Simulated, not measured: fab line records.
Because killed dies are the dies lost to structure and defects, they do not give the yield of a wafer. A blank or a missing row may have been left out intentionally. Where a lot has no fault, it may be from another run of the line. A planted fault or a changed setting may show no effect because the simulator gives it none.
Struck lot and sound lot, side by side :: flow n5-finfet :: 27 steps out of a route of 1938
Sound: the wafers L217.1, L217.2, L217.3. Struck: wafer L225.3 (left out: L225.1, L225.6 of the same lot, which were not struck); the cause appears at the end.
For every step that has rows: the tool of each side, followed by ch and its chambers, followed by its first start. Under that, the readings that differ: sound wafers :: struck wafers :: difference of the means :: sigmas: that difference in standard deviations of wafers without a fault.
alike: same words and numbers on both sides, and readings whose means sit less than 2 such deviations apart. not compared: any withheld reading, any reading some wafer has no value for, any bound like >300 that may hide the same value, and any number with overlapping values for which the record gives no deviation.
A row with sigmas, a row that says differs or no value, or rows on one side alone: a step with any of these is where the two part. Non-overlapping numbers with no deviation appear without sigmas and do not part them. Lack of a reading on every wafer of one side parts them only where that side has two or more wafers.

first, 2 steps without rows for these wafers: N5_BEOL_M0_WET_ETCH_106 (etches SiO2 in DHF, target depth 130 nm, rinse time 30 s); N5_BEOL_M0_ETCH_128 (etches SiCN in CF4/N2, target depth 12 nm, overetch 5.1 nm, time 21.4 s).
N5_BEOL_M0_TRENCH_ETCH_107: etches SiOC in C4F6/O2, target depth 32.8 nm, time 16.4 s.
  sound on rie-diel-04 ch 1,2,3, day 7 23:54; struck on rie-diel-01 ch 1, day 9 15:58
  alike: drypump-motor-current-A, oes-product-au, rf-vpp-V, showerhead-plenum-p-Torr, throttle-valve-pct
  not compared: rf-hours-counter-h
N5_BEOL_M0_STRIP_142: strips in N2/H2, time 10 s.
  sound on rie-diel-04 ch 1,2,3, day 7 23:55; struck on rie-diel-01 ch 1, day 9 16:00
  alike: bias-power-w, drypump-motor-current-A, oes-product-au, rf-vpp-V, showerhead-plenum-p-Torr, temp-c, throttle-valve-pct
  not compared: rf-hours-counter-h
N5_BEOL_M0_OCD_MEAS_108:
  sound on ocd-01 at day 8 00:00; struck on ocd-01 at day 9 16:05
  alike: trench-depth-nm
then, 6 steps without rows for these wafers: N5_BEOL_M0_HM_STRIP_129 (strips TiN in peroxide tin strip, target depth 17 nm, time 108 s); N5_BEOL_M0_SRD_130 (time 30 s); N5_BEOL_M0_ETCH_109 (etches SiCN in CH3F/O2, target depth 8 nm, overetch 2.4 nm, time 27.4 s); N5_BEOL_M0_STRIP_139 (strips in post etch residue remover, time 60 s); N5_BEOL_M0_SRD_111 (time 30 s); N5_BEOL_M0_DEGAS_112 (time 60 s).
N5_BEOL_M0_PRE_CLEAN_113: time 30 s.
  sound on pvd-sputter-02 at day 8 00:23; struck on pvd-sputter-03 at day 9 16:59
  alike: heater-power-w
N5_BEOL_M0_ALD_136: deposits TaN, pulse time 2 s, purge time 3 s, co reactant purge time 2 s.
  sound on ald-metal-01 ch 1,2,3, day 8 00:28; struck on ald-metal-01 ch 0, day 9 17:03
reading: ald-cycles
sound: 30 30 30
struck: 14
difference: -16
sigmas: 

reading: heater-power-w (W)
sound: 383 408 378
struck: 469
difference: +79
sigmas: +2
  alike: precursor-vessel-carrier-sccm
  not compared: model.TaN_of_BEOL_M0_ALD_136.thk-nm
then, 5 steps without rows for these wafers: N5_BEOL_M0_SURFACE_TREAT_137; N5_BEOL_M0_CVD_115 (deposits Co from CCTBA/H2, time 120 s); N5_BEOL_M0_SPUTTER_116 (material Cu, target thk 4 nm, time 7.37 s); N5_BEOL_M0_ANNEAL_117 (time 60 s); N5_BEOL_M0_SPUTTER_132 (material Cu, target thk 4 nm, time 7.37 s).
N5_BEOL_M0_ANNEAL_133: time 60 s.
  sound on pvd-sputter-02 at day 8 01:14; struck on pvd-sputter-03 at day 9 17:59
  alike: heater-power-w
then, 2 steps without rows for these wafers: N5_BEOL_M0_SPUTTER_134 (material Cu, target thk 4 nm, time 7.37 s); N5_BEOL_M0_ANNEAL_135 (time 60 s).
N5_BEOL_M0_SPUTTER_141: material Cu, target thk 4 nm, time 7.37 s.
  sound on pvd-sputter-02 at day 8 01:23; struck on pvd-sputter-03 at day 9 18:09
  alike: throttle-valve-pct
then, 2 steps without rows for these wafers: N5_BEOL_M0_ECD_118 (material Cu, target thk 300 nm); N5_BEOL_M0_ANNEAL_119 (time 90 s).
N5_BEOL_M0_CMP_120: polishes, stops on SiOC, t overpolish 6.9 s.
  sound on cmp-01 ch 0,1,2, day 8 01:53; struck on cmp-03 ch 1, day 9 18:50
reading: barrier-field-endpoint-s (s)
sound: 3.96 3.56 3.87
struck: 2.83
difference: -0.97
sigmas: -7
  alike: motor-current-A
-- the record jumps here: 3 days lie between the struck wafers' starts before and after (it left off in module BEOL_M0 and takes up again in module BEOL_M4, whose first step shown is number 1111 of the route) --
N5_BEOL_M4_RC_MEAS_101:
  sound on prober-02 ch 0, day 10 15:08; struck on prober-01 ch 0, day 13 03:38
reading: DIBL_N (mV/V)
sound: 38.4 40.6 38.9
struck: 34.3
difference: -5.0
sigmas: -3

reading: DIBL_P (mV/V)
sound: 38.8 41.8 40.3
struck: 35.5
difference: -4.8
sigmas: -2

reading: IOFF_N (nA/um)
sound: 0.20 0.26 0.23
struck: 0.15
difference: -0.08
sigmas: -2

reading: IOFF_P (nA/um)
sound: 0.25 0.31 0.31
struck: 0.21
difference: -0.08
sigmas: -2

reading: SS_N (mV/dec)
sound: 72.8 73.0 72.5
struck: 70.9
difference: -1.9
sigmas: -3

reading: SS_P (mV/dec)
sound: 74.0 75.0 74.5
struck: 72.6
difference: -1.9
sigmas: -3
  alike: ION_N, ION_P, VT_N, VT_P
following that, these wafers have no rows for 1 step: N5_PASSIVATION_PROBE_49.

WHERE THEY PART
Last at N5_BEOL_M4_RC_MEAS_101 as far as this record goes, first at N5_BEOL_M0_ALD_136.

WHY: the cause the simulator had injected
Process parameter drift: ald-metal-01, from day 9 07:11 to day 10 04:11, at N5_BEOL_M0_ALD_136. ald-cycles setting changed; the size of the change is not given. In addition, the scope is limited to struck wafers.
